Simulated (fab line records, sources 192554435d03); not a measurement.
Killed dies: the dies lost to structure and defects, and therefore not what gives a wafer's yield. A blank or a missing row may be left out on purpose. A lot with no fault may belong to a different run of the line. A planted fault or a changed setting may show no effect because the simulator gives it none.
fab line records | flow n5-finfet
record: lots: 7 wafers: 21
route steps=1938 shown ZERO_LAYER@4 WELL_APT@40 FIN_SAQP@96 DUMMY_GATE@225
start-h: hours from the record's first day to the start of the lot's first wafer shown | wait-h: hours from the lot's prior step to this one | " repeats the value in the row above | L1.1+2: several wafers, shown together as one row | - no value present, or no start provided | * or withheld: withheld | < > ~ a bound
route shown NAME@n: a module of which the file shows steps, and the number in the route of the first | usual: the fault-free wafers' mean and standard deviation | same: alike in all rows | chamber/n: place in a boat | sites: readings site by site | _std_site: the values' standard deviation | _edge_site: outer sites' mean less inner sites' | radius-mm: how far each site lies from the wafer's centre | mask NAME#n: copy n | behind: the last tool/chamber to shape the wafer | hold: why the lot was held/for how many hours/how that ended | device: transistor that didn't switch, given as n, p or np | end of line: tests of these same wafers at the route's end | a step with no rows: only its recipe | killed: not the wafer's yield, but the dies lost to structure and defects at the first sort | map: dies across one wafer; x = killed, . = not, _ = none there
set.NAME: the setting as run; set.NAME@STEP: as run at that earlier step | model.NAME: the simulator's own value behind a step, which no gauge read
one table per step and one row per wafer, for lots whose settings were changed on purpose
== steps ==
step: N5_ZERO_LAYER_PECVD_02
recipe: material: SiO2 target-thk-a: 100 temp-c: 400 precursor: SiH4/N2O pressure-torr: 0.75 rf-w: 275 time-s: 6
columns lot.wafer tool chamber start-h wait-h set.time-s model.SiO2_of_ZERO_LAYER_PECVD_02.thk-nm
L074.1 pecvd-03 2 12.28 0.0 6 10.03
L074.3 " 2 " " 5.597 9.723
L074.6 " 2 " " 6 10.36
L075.1 pecvd-02 1 18.28 0.0 6 9.93
L075.2 " 0 " " 6 9.819
L075.5 " 2 " " 6 9.959
L077.1 pecvd-03 0 30.28 0.0 5.51 9.137
L077.3 " 2 " " 6 9.986
L077.6 " 0 " " 6 9.909
L083.2 pecvd-01 1 66.29 0.0 6 9.683
L083.5 " 1 " " 6 9.912
L083.6 " 0 " " 5.375 8.867
L088.1 pecvd-03 1 96.28 0.0 6 9.878
L088.4 " 2 " " 6 10.29
L088.5 " 1 " " 5.32 9.097
L090.3 pecvd-02 2 108.28 0.0 6.294 10.5
L090.5 " 1 " " 6.294 10.68
L090.6 " 0 " " 6.294 10.76
L093.1 pecvd-03 1 126.28 0.0 6 10.18
L093.4 " 2 " " 5.122 8.675
L093.5 " 0 " " 5.122 8.778
step: N5_ZERO_LAYER_COAT_05
recipe: spin-rpm: 1500 resist-thk-nm: 1000
columns lot.wafer tool chamber start-h wait-h set.spin-rpm model.coat_of_ZERO_LAYER_COAT_05.thk-nm
L074.1+3 litho-track-02 0 - - 1500 1002
L074.6 " 0 " " 1453 1020
L075.1 litho-track-01 0 - - 1500 1002
L075.2 " 0 " " 1500 1001
L075.5 " 0 " " 1500 1003
L077.1 litho-track-02 0 - - 1453 1020
L077.3 " 0 " " 1500 1003
L077.6 " 0 " " 1453 1018
L083.2 litho-track-02 0 - - 1411 1025
L083.5 " 0 " " 1500 995.7
L083.6 " 0 " " 1411 1028
L088.1 litho-track-03 0 - - 1351 1053
L088.4+5 " 0 " " 1351 1054
L090.3 litho-track-01 0 - - 1572 976.2
L090.5 " 0 " " 1572 974.6
L090.6 " 0 " " 1500 998.1
L093.1 litho-track-03 0 - - 1500 1002
L093.4 " 0 " " 1500 1004
L093.5 " 0 " " 1347 1055
step: N5_ZERO_LAYER_EBR_07
recipe: solvent: PGMEA ebr-width-mm: 1.5
step: N5_ZERO_LAYER_SOFTBAKE_06
recipe: temp-c: 100 time-s: 90
step: N5_ZERO_LAYER_ETCH_17
recipe: chemistry: CF4 target: SiO2 target-depth-a: 120 time-s: 13.3 ion-energy-ev: 350 pressure-mtorr: 40 source-w: 450 bias-w: 215 Ar_flow_sccm: 100 cf4-flow-sccm: 100
step: N5_ZERO_LAYER_ETCH_18
recipe: chemistry: HBr/Cl2 target: Si target-depth-a: 1200 time-s: 40 pressure-mtorr: 10 icp-w: 800 bias-w: 75 HBr_flow_sccm: 150 Cl2_flow_sccm: 80
step: N5_ZERO_LAYER_STRIP_24
recipe: chemistry: O2 power-w: 1000 temp-c: 250 overash-fraction: 0.3 pressure-mtorr: 1000 o2-flow-sccm: 6750
usual: strip-time-to-endpoint-s: 43.80/0.084
columns lot.wafer tool chamber start-h wait-h set.spin-rpm@ZERO_LAYER_COAT_05 strip-time-to-endpoint-s
L074.1 plasma-asher-02 0 12.92 0.1 1500 43.93
L074.3 " 0 " " 1500 43.92
L074.6 " 0 " " 1453 44.47
L075.1 plasma-asher-02 1 19.02 0.1 1500 43.92
L075.2 " 0 " " 1500 43.87
L075.5 " 1 " " 1500 43.94
L077.1 plasma-asher-02 0 31.06 0.1 1453 44.42
L077.3 " 1 " " 1500 43.92
L077.6 " 0 " " 1453 44.37
L083.2 plasma-asher-02 0 66.93 0.1 1411 44.57
L083.5 " 0 " " 1500 43.71
L083.6 " 1 " " 1411 44.65
L088.1 plasma-asher-01 0 97.05 0.1 1351 45.41
L088.4 " 1 " " 1351 45.45
L088.5 " 1 " " 1351 45.46
L090.3 plasma-asher-02 1 109.05 0.1 1572 43.11
L090.5 " 0 " " 1572 43.07
L090.6 " 1 " " 1500 43.81
L093.1 plasma-asher-02 1 127.08 0.1 1500 43.87
L093.4 " 0 " " 1500 43.95
L093.5 " 0 " " 1347 45.49
step: N5_WELL_APT_PEB_23
recipe: peb-temp-c: 130 peb-time-s: 90
columns lot.wafer tool chamber start-h wait-h set.peb-temp-c
L074.1 litho-track-01 0 15.17 0.1 132.1
L074.3+6 " 0 " " 130
L075.1+2+5 litho-track-04 0 21.18 0.1 130
L077.1+6 litho-track-01 0 32.76 0.1 130
L077.3 " 0 " " 128.4
L083.2+5 litho-track-04 0 68.81 0.0 130
L083.6 " 0 " " 127.4
L088.1+4+5 litho-track-01 0 98.74 0.1 130
L090.3+6 litho-track-01 0 110.89 0.0 130
L090.5 " 0 " " 133.4
L093.1+4+5 litho-track-01 0 129.00 0.1 130
step: N5_WELL_APT_DEVELOP_24
recipe: develop-time-s: 45 rinse-liquid: surfactant-rinse dry: air-spin dev-temp-c: 21
step: N5_WELL_APT_HARDBAKE_29
recipe: temp-c: 130 time-s: 120
step: N5_WELL_APT_CD_MEAS_25
recipe: target-cd-nm: 200 landing-energy-ev: 500 detector: se-inlens
usual: cd-nm: 199.9/1.3
columns lot.wafer tool chamber start-h wait-h set.peb-temp-c@WELL_APT_PEB_23 cd-nm
L074.1 cd-sem-01 0 15.28 - 132.1 212.2
L074.3 " 0 " " 130 198.9
L074.6 " 0 " " 130 200.5
L075.1 cd-sem-01 0 21.30 - 130 198.9
L075.2 " 0 " " 130 198.9
L075.5 " 0 " " 130 198.9
L077.1 cd-sem-02 0 32.87 - 130 200.0
L077.3 " 0 " " 128.4 188.5
L077.6 " 0 " " 130 198.0
L083.2 cd-sem-02 0 68.93 - 130 199.6
L083.5 " 0 " " 130 200.7
L083.6 " 0 " " 127.4 184.3
L088.1 cd-sem-03 0 98.86 - 130 201.0
L088.4 " 0 " " 130 199.6
L088.5 " 0 " " 130 200.4
L090.3 cd-sem-01 0 111.01 - 130 200.4
L090.5 " 0 " " 133.4 216.9
L090.6 " 0 " " 130 199.8
L093.1 cd-sem-02 0 129.12 - 130 200.6
L093.4 " 0 " " 130 200.9
L093.5 " 0 " " 130 200.7
step: N5_WELL_APT_DESCUM_30
recipe: chemistry: O2 time-s: 7.9 source-power-w: 50 bias-power-w: 20 pressure-mtorr: 20 rf-frequency-hz: 2.712e+07 temp-c: 40 o2-flow-sccm: 225
columns lot.wafer tool chamber start-h wait-h set.time-s set.peb-temp-c@WELL_APT_PEB_23 model.WELL_APT.cd-nm
L074.1 rie-diel-02 3 15.37 0.0 7.41 132.1 212.4
L074.3 " 0 " " 7.41 130 199.2
L074.6 " 2 " " 7.9 130 200.5
L075.1 rie-diel-01 3 21.39 0.0 7.9 130 199.2
L075.2 " 1 " " 7.9 130 198.8
L075.5 " 0 " " 7.9 130 199
L077.1 rie-diel-06 0 33.87 0.9 7.414 130 199.9
L077.3 " 2 " " 7.414 128.4 188.5
L077.6 " 1 " " 7.9 130 198
L083.2 rie-diel-02 0 69.22 0.2 7.9 130 199.6
L083.5 " 0 " " 7.9 130 200.2
L083.6 " 3 " " 7.9 127.4 184.2
L088.1 rie-diel-02 3 98.95 0.0 7.9 130 201
L088.4 " 2 " " 8.879 130 199.4
L088.5 " 3 " " 7.9 130 200.2
L090.3 rie-diel-02 0 111.20 0.1 7.9 130 200.2
L090.5 " 2 " " 7.9 133.4 216.8
L090.6 " 3 " " 7.9 130 199.7
L093.1+4 rie-diel-06 3,1 129.20 0.0 7.9 130 200.4
L093.5 " 3 " " 7.9 130 200.7
step: N5_FIN_SAQP_HM_DEP_03
recipe: material: SiNx target-thk-a: 380 temp-c: 400 precursor: SiH4/NH3/N2 pressure-torr: 1.5 rf-w: 300 time-s: 33.6
columns lot.wafer tool chamber start-h wait-h set.time-s model.SiNx_of_FIN_SAQP_HM_DEP_03.thk-nm
L074.1 pecvd-04 2 21.75 0.2 33.6 37.64
L074.3 " 0 " " 33.6 37.57
L074.6 " 0 " " 33.6 37.83
L075.1 pecvd-02 2 26.97 0.2 33.6 38.17
L075.2 " 0 " " 33.6 37.81
L075.5 " 2 " " 33.6 38.46
L077.1 pecvd-03 1 39.63 0.2 29.65 32.99
L077.3 " 2 " " 29.65 33.4
L077.6 " 2 " " 29.65 33.69
L083.2 pecvd-02 1 75.57 0.2 33.6 37.08
L083.5 " 1 " " 33.6 38.2
L083.6 " 0 " " 33.6 38.26
L088.1 pecvd-04 1 104.49 0.2 33.6 37.95
L088.4 " 0 " " 33.6 37.93
L088.5 " 2 " " 35.2 40.13
L090.3 pecvd-04 2 116.99 0.1 28.86 32.27
L090.5 " 0 " " 28.86 32.14
L090.6 " 2 " " 33.6 38.05
L093.1 pecvd-03 0 135.72 0.2 33.6 37.72
L093.4 " 0 " " 30.62 34.99
L093.5 " 2 " " 30.62 35.37
step: N5_FIN_SAQP_THK_MEAS_05
usual: thk-nm: 38.2/0.45
columns lot.wafer tool chamber start-h wait-h set.time-s@FIN_SAQP_HM_DEP_03 thk-nm
L074.1 film-metro-01 - 21.84 0.1 33.6 37.6
L074.3 " - " " 33.6 37.6
L074.6 " - " " 33.6 37.9
L075.1 film-metro-01 - 27.05 0.1 33.6 38.2
L075.2 " - " " 33.6 37.8
L075.5 " - " " 33.6 38.5
L077.1 film-metro-01 - 39.72 0.1 29.65 33.0
L077.3 " - " " 29.65 33.4
L077.6 " - " " 29.65 33.7
L083.2 film-metro-01 - 75.65 0.1 33.6 37.1
L083.5 " - " " 33.6 38.1
L083.6 " - " " 33.6 38.2
L088.1 film-metro-02 - 104.58 0.1 33.6 38.0
L088.4 " - " " 33.6 38.0
L088.5 " - " " 35.2 40.1
L090.3 film-metro-02 - 117.07 0.1 28.86 32.3
L090.5 " - " " 28.86 32.1
L090.6 " - " " 33.6 38.1
L093.1 film-metro-01 - 135.81 0.1 33.6 37.7
L093.4 " - " " 30.62 35.0
L093.5 " - " " 30.62 35.4
step: N5_FIN_SAQP_EXPOSE_13
recipe: mask-id: FIN_CORE na: 1.35 source-shape: dipole sigma-inner: 0.538 sigma-outer: 0.738 polarization: te target-cd-nm: 35.6 dose-mj: 63.25
columns lot.wafer tool chamber start-h wait-h mask set.dose-mj
L074.1+6 arfi-scanner-03 0 22.30 - FIN_CORE#0 63.25
L074.3 " 0 " " FIN_CORE#0 67.74
L075.1+2+5 arfi-scanner-01 0 27.62 - FIN_CORE#0 63.25
L077.1+6 arfi-scanner-03 0 40.28 - FIN_CORE#0 63.25
L077.3 " 0 " " FIN_CORE#0 65.85
L083.2 arfi-scanner-02 0 76.22 - FIN_CORE#0 60.01
L083.5+6 " 0 " " FIN_CORE#0 63.25
L088.1 arfi-scanner-02 0 105.02 - FIN_CORE#0 63.25
L088.4+5 " 0 " " FIN_CORE#0 60.55
L090.3+5+6 arfi-scanner-02 0 117.65 - FIN_CORE#0 63.25
L093.1+4+5 arfi-scanner-02 0 136.25 - FIN_CORE#0 63.25
step: N5_FIN_SAQP_PEB_14
recipe: peb-temp-c: withheld peb-time-s: 60 resist: CAR-ArF
step: N5_FIN_SAQP_DEVELOP_15
recipe: develop-time-s: 30 developer: TMAH resist: CAR-ArF dev-temp-c: 23 rinse-liquid: diw dry: air-spin
step: N5_FIN_SAQP_CD_MEAS_16
recipe: target-cd-nm: 35.6 landing-energy-ev: 500 detector: se-inlens
usual: cd-nm: 35.51/0.26
columns lot.wafer tool chamber start-h wait-h set.dose-mj@FIN_SAQP_EXPOSE_13 cd-nm
L074.1 cd-sem-01 0 22.43 - 63.25 35.94
L074.3 " 0 " " 67.74 33.97
L074.6 " 0 " " 63.25 35.74
L075.1 cd-sem-03 0 27.74 - 63.25 35.27
L075.2 " 0 " " 63.25 35.72
L075.5 " 0 " " 63.25 35.61
L077.1 cd-sem-03 0 40.41 - 63.25 35.50
L077.3 " 0 " " 65.85 34.51
L077.6 " 0 " " 63.25 35.46
L083.2 cd-sem-01 0 76.35 - 60.01 37.03
L083.5 " 0 " " 63.25 35.87
L083.6 " 0 " " 63.25 35.88
L088.1 cd-sem-01 0 105.15 - 63.25 35.86
L088.4 " 0 " " 60.55 36.89
L088.5 " 0 " " 60.55 36.75
L090.3 cd-sem-02 0 117.77 - 63.25 35.53
L090.5 " 0 " " 63.25 35.27
L090.6 " 0 " " 63.25 35.18
L093.1 cd-sem-03 0 136.38 - 63.25 35.20
L093.4 " 0 " " 63.25 35.41
L093.5 " 0 " " 63.25 35.69
step: N5_FIN_SAQP_MANDREL2_REMOVE_60
recipe: chemistry: HBr/Cl2/O2 bt-time-s: 10 target: a-Si stop-on: SiNx endpoint: OES-SiCl over-etch-frac: 1 icp-w: 600 bias-w: 22 HBr_flow_sccm: 150 Cl2_flow_sccm: 80 O2_flow_sccm: 5 pressure-mtorr: 10
step: N5_FIN_SAQP_HM_OPEN_33
recipe: chemistry: CH3F/O2 target: SiNx mask-material: SiO2 target-depth-a: 494 time-s: 70.6 pressure-mtorr: 30 source-w: 395 bias-w: 73 Ar_flow_sccm: 150 CH3F_flow_sccm: 30 O2_flow_sccm: 20 ion-energy-ev: 120 ends: cleared
usual: etch-rf-on-time-s: 69.6/1.1
columns lot.wafer tool chamber start-h wait-h set.time-s@FIN_SAQP_HM_DEP_03 etch-rf-on-time-s model.etch.depth-nm
L074.1 rie-diel-06 1 27.33 0.2 33.6 68.7 37.01
L074.3 " 3 " " 33.6 67.4 36.93
L074.6 " 0 " " 33.6 69.2 37.2
L075.1 rie-diel-02 3 32.76 0.0 33.6 68.9 37.42
L075.2 " 2 " " 33.6 67.8 37.18
L075.5 " 3 " " 33.6 69.6 37.83
L077.1 rie-diel-06 1 44.39 0.0 29.65 60.6 32.35
L077.3 " 0 " " 29.65 60.5 32.73
L077.6 " 0 " " 29.65 61.9 33.04
L083.2 rie-diel-06 3 80.53 0.0 33.6 68.1 36.45
L083.5 " 0 " " 33.6 70.7 37.57
L083.6 " 1 " " 33.6 71.1 37.61
L088.1 rie-diel-01 3 109.39 0.0 33.6 69.6 37.33
L088.4 " 1 " " 33.6 68.5 37.24
L088.5 " 2 " " 35.2 74.2 39.46
L090.3 rie-diel-02 1 121.97 0.0 28.86 58.1 31.63
L090.5 " 1 " " 28.86 58.4 31.47
L090.6 " 2 " " 33.6 68.9 37.41
L093.1 rie-diel-06 3 141.10 0.1 33.6 68.9 37.08
L093.4 " 1 " " 30.62 63.3 34.23
L093.5 " 2 " " 30.62 63.2 34.6
step: N5_FIN_SAQP_ETCH_34
recipe: chemistry: C4F6/O2 target: SiO2 target-depth-a: 450 time-s: 15 ion-energy-ev: 250 pressure-mtorr: 30 source-w: 345 bias-w: 185 Ar_flow_sccm: 300 C4F6_flow_sccm: 10 O2_flow_sccm: 10 ends: cleared
columns lot.wafer tool chamber start-h wait-h set.time-s@FIN_SAQP_HM_DEP_03 model.SiNx_of_FIN_SAQP_HM_DEP_03.thk-nm
L074.1 rie-diel-06 1 27.40 0.0 33.6 34.2
L074.3 " 3 " " 33.6 34
L074.6 " 0 " " 33.6 34.4
L075.1 rie-diel-02 3 32.83 0.0 33.6 34.6
L075.2 " 2 " " 33.6 34.2
L075.5 " 3 " " 33.6 35
L077.1 rie-diel-06 1 44.46 0.0 29.65 29.4
L077.3 " 0 " " 29.65 29.8
L077.6 " 0 " " 29.65 30.2
L083.2 rie-diel-06 3 80.60 0.0 33.6 33.6
L083.5 " 0 " " 33.6 34.6
L083.6 " 1 " " 33.6 34.8
L088.1+4 rie-diel-01 3,1 109.46 0.0 33.6 34.4
L088.5 " 2 " " 35.2 36.6
L090.3 rie-diel-02 1 122.04 0.0 28.86 28.8
L090.5 " 1 " " 28.86 28.6
L090.6 " 2 " " 33.6 34.4
L093.1 rie-diel-06 3 141.17 0.0 33.6 34.2
L093.4 " 1 " " 30.62 31.4
L093.5 " 2 " " 30.62 31.8
step: N5_FIN_SAQP_ETCH_64
recipe: chemistry: CF4 target: SiO2 target-depth-a: 15 ion-energy-ev: 350 pressure-mtorr: 10 icp-w: 800 bias-w: 400 cf4-flow-sccm: 80
columns lot.wafer tool chamber start-h wait-h set.bias-w model.etch.depth-nm
L074.1 rie-si-02 3 27.60 0.0 446 1.53
L074.3 " 2 " " 446 1.572
L074.6 " 1 " " 400 1.529
L075.1 rie-si-06 1 33.02 0.0 400 1.517
L075.2 " 2 " " 400 1.496
L075.5 " 1 " " 400 1.519
L077.1 rie-si-02 0 44.65 0.0 470.5 1.582
L077.3 " 3 " " 400 1.487
L077.6 " 1 " " 400 1.531
L083.2 rie-si-04 1 80.80 0.0 342.9 1.409
L083.5 " 0 " " 400 1.479
L083.6 " 3 " " 342.9 1.417
L088.1 rie-si-04 2 109.66 0.0 400 1.496
L088.4 " 0 " " 400 1.499
L088.5 " 2 " " 400 1.493
L090.3 rie-si-04 2 122.23 0.0 400 1.5
L090.5 " 3 " " 349.2 1.447
L090.6 " 0 " " 400 1.499
L093.1 rie-si-02 2 141.37 0.0 339.4 1.449
L093.4 " 0 " " 339.4 1.435
L093.5 " 1 " " 400 1.547
step: N5_FIN_SAQP_FIN_ETCH_36
recipe: chemistry: HBr/Cl2/O2 target-depth-a: 1200 mask-material: SiNx time-s: 50.4 bias-w: 102 pressure-mtorr: 10 icp-w: 800 HBr_flow_sccm: 150 Cl2_flow_sccm: 80 O2_flow_sccm: 12
columns lot.wafer tool chamber start-h wait-h set.icp-w model.FIN_SAQP.feature-depth-nm model.etch.depth-nm
L074.1 rie-si-02 3 27.62 0.0 800 119.4 119.4
L074.3 " 2 " " 800 120 119.9
L074.6 " 1 " " 800 121.6 121.5
L075.1 rie-si-06 1 33.04 0.0 800 122.2 122.2
L075.2 " 2 " " 800 120.2 120.1
L075.5 " 1 " " 800 122.2 122.3
L077.1 rie-si-02 0 44.67 0.0 800 120.2 120.2
L077.3 " 3 " " 800 120.6 120.6
L077.6 " 1 " " 800 121.4 121.3
L083.2 rie-si-04 1 80.82 0.0 943.6 130.2 130.2
L083.5 " 0 " " 800 120.2 120.3
L083.6 " 3 " " 943.6 131.2 131.3
L088.1 rie-si-04 2 109.68 0.0 715 112.8 112.8
L088.4 " 0 " " 800 121.4 121.4
L088.5 " 2 " " 800 119.6 119.6
L090.3 rie-si-04 2 122.25 0.0 718.6 113.4 113.4
L090.5 " 3 " " 800 119.2 119.2
L090.6 " 0 " " 800 118.8 118.7
L093.1 rie-si-02 2 141.39 0.0 800 119.6 119.6
L093.4 " 0 " " 800 120.2 120.2
L093.5 " 1 " " 800 121.4 121.4
step: N5_FIN_SAQP_PRECLEAN_38
recipe: chemistry: O3/DIW time-s: 45 temp-c: 22 o3-ppm: 10
step: N5_FIN_SAQP_PRECLEAN_45
recipe: chemistry: dHF time-s: 10 dilution: 500:1 temp-c: 25
columns lot.wafer tool chamber start-h wait-h set.time-s@FIN_SAQP_HM_DEP_03 model.SiNx_of_FIN_SAQP_HM_DEP_03.thk-nm
L074.1+6 wet-bench-06 1,5 27.80 0.0 33.6 20.6
L074.3 " 3 " " 33.6 20.4
L075.1 wet-bench-06 4 33.22 0.0 33.6 21
L075.2 " 2 " " 33.6 20.8
L075.5 " 7 " " 33.6 21.4
L077.1 wet-bench-01 2 44.85 0.0 29.65 15.8
L077.3 " 4 " " 29.65 16.2
L077.6 " 5 " " 29.65 16.6
L083.2 wet-bench-01 2 80.99 0.0 33.6 19.8
L083.5 " 3 " " 33.6 21.2
L083.6 " 7 " " 33.6 20.8
L088.1 wet-bench-01 2 109.86 0.0 33.6 21.6
L088.4 " 5 " " 33.6 20.8
L088.5 " 1 " " 35.2 23.2
L090.3 wet-bench-04 0 122.43 0.0 28.86 15.8
L090.5 " 1 " " 28.86 15.4
L090.6 " 7 " " 33.6 21
L093.1 wet-bench-04 1 141.56 0.0 33.6 21
L093.4 " 7 " " 30.62 18.2
L093.5 " 2 " " 30.62 18
step: N5_FIN_SAQP_SRD_39
recipe: dry: ipa-marangoni time-s: 30 temp-c: 23 rinse-liquid: diw
step: N5_FIN_SAQP_OCD_MEAS_76
usual: trench-depth-nm: 120.7/1.3
columns lot.wafer tool chamber start-h wait-h set.icp-w@FIN_SAQP_FIN_ETCH_36 trench-depth-nm
L074.1 ocd-02 - 27.84 0.0 800 119.1
L074.3 " - " " 800 120.2
L074.6 " - " " 800 121.6
L075.1 ocd-02 - 33.26 0.0 800 122.5
L075.2 " - " " 800 120.4
L075.5 " - " " 800 121.9
L077.1 ocd-02 - 44.89 0.0 800 120.0
L077.3 " - " " 800 120.7
L077.6 " - " " 800 121.3
L083.2 ocd-01 - 81.04 0.0 943.6 129.9
L083.5 " - " " 800 119.9
L083.6 " - " " 943.6 131.4
L088.1 ocd-01 - 109.90 0.0 715 112.5
L088.4 " - " " 800 121.1
L088.5 " - " " 800 120.0
L090.3 ocd-02 - 122.48 0.0 718.6 113.8
L090.5 " - " " 800 119.0
L090.6 " - " " 800 118.7
L093.1 ocd-02 - 141.61 0.0 800 119.9
L093.4 " - " " 800 120.4
L093.5 " - " " 800 121.0
step: N5_DUMMY_GATE_COAT_09
recipe: resist: CAR-EUV spin-rpm: 1500 resist-thk-nm: 30
columns lot.wafer tool chamber start-h wait-h set.spin-rpm model.CAR-EUV_of_DUMMY_GATE_COAT_09.thk-nm
L074.1 litho-track-03 0 - - 1500 30.2
L074.3+6 " 0 " " 1651 28.6
L075.1+2+5 litho-track-02 0 - - 1500 30
L077.1+6 litho-track-03 0 - - 1500 30
L077.3 " 0 " " 1376 31.4
L083.2 litho-track-03 0 - - 1500 30
L083.5+6 " 0 " " 1500 29.8
L088.1 litho-track-02 0 - - 1500 29.8
L088.4+5 " 0 " " 1500 30
L090.3+5+6 litho-track-01 0 - - 1361 31.4
L093.1+5 litho-track-02 0 - - 1419 30.8
L093.4 " 0 " " 1500 30
== key ==
split: step: N5_ZERO_LAYER_PECVD_02 setting: time-s stated: 6 by: wafer
response: step: N5_ZERO_LAYER_PECVD_02 reading: model.SiO2_of_ZERO_LAYER_PECVD_02.thk-nm change: +0.0921 per: 1% r: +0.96
split: step: N5_ZERO_LAYER_COAT_05 setting: spin-rpm stated: 1500 by: wafer
response: step: N5_ZERO_LAYER_COAT_05 reading: model.coat_of_ZERO_LAYER_COAT_05.thk-nm change: -5.11 per: 1% r: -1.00
response: step: N5_ZERO_LAYER_STRIP_24 reading: strip-time-to-endpoint-s change: * per: 1% r: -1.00
split: step: N5_WELL_APT_PEB_23 setting: peb-temp-c stated: 130 by: wafer
response: step: N5_WELL_APT_CD_MEAS_25 reading: cd-nm change: +7.26 per: 1% r: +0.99
response: step: N5_WELL_APT_DESCUM_30 reading: model.WELL_APT.cd-nm change: +7.24 per: 1% r: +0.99
split: step: N5_WELL_APT_DESCUM_30 setting: time-s stated: 7.9 by: wafer
response none clear
split: step: N5_FIN_SAQP_HM_DEP_03 setting: time-s stated: 33.6 by: wafer
response: step: N5_FIN_SAQP_HM_DEP_03 reading: model.SiNx_of_FIN_SAQP_HM_DEP_03.thk-nm change: +0.385 per: 1% r: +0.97
response: step: N5_FIN_SAQP_THK_MEAS_05 reading: thk-nm change: * per: 1% r: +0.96
response: step: N5_FIN_SAQP_HM_OPEN_33 reading: etch-rf-on-time-s change: * per: 1% r: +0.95
response: step: N5_FIN_SAQP_HM_OPEN_33 reading: model.etch.depth-nm change: +0.389 per: 1% r: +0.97
response: step: N5_FIN_SAQP_ETCH_34 reading: model.SiNx_of_FIN_SAQP_HM_DEP_03.thk-nm change: +0.379 per: 1% r: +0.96
response: step: N5_FIN_SAQP_PRECLEAN_45 reading: model.SiNx_of_FIN_SAQP_HM_DEP_03.thk-nm change: +0.371 per: 1% r: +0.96
split: step: N5_FIN_SAQP_EXPOSE_13 setting: dose-mj stated: 63.25 by: wafer
response: step: N5_FIN_SAQP_CD_MEAS_16 reading: cd-nm change: -0.244 per: 1% r: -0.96
split: step: N5_FIN_SAQP_ETCH_64 setting: bias-w stated: 400 by: wafer
response: step: N5_FIN_SAQP_ETCH_64 reading: model.etch.depth-nm change: +0.00456 per: 1% r: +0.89
split: step: N5_FIN_SAQP_FIN_ETCH_36 setting: icp-w stated: 800 by: wafer
response: step: N5_FIN_SAQP_FIN_ETCH_36 reading: model.FIN_SAQP.feature-depth-nm change: +0.608 per: 1% r: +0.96
response: step: N5_FIN_SAQP_FIN_ETCH_36 reading: model.etch.depth-nm change: +0.608 per: 1% r: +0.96
response: step: N5_FIN_SAQP_OCD_MEAS_76 reading: trench-depth-nm change: +0.613 per: 1% r: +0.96
split: step: N5_DUMMY_GATE_COAT_09 setting: spin-rpm stated: 1500 by: wafer
response: step: N5_DUMMY_GATE_COAT_09 reading: model.CAR-EUV_of_DUMMY_GATE_COAT_09.thk-nm change: -0.161 per: 1% r: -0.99
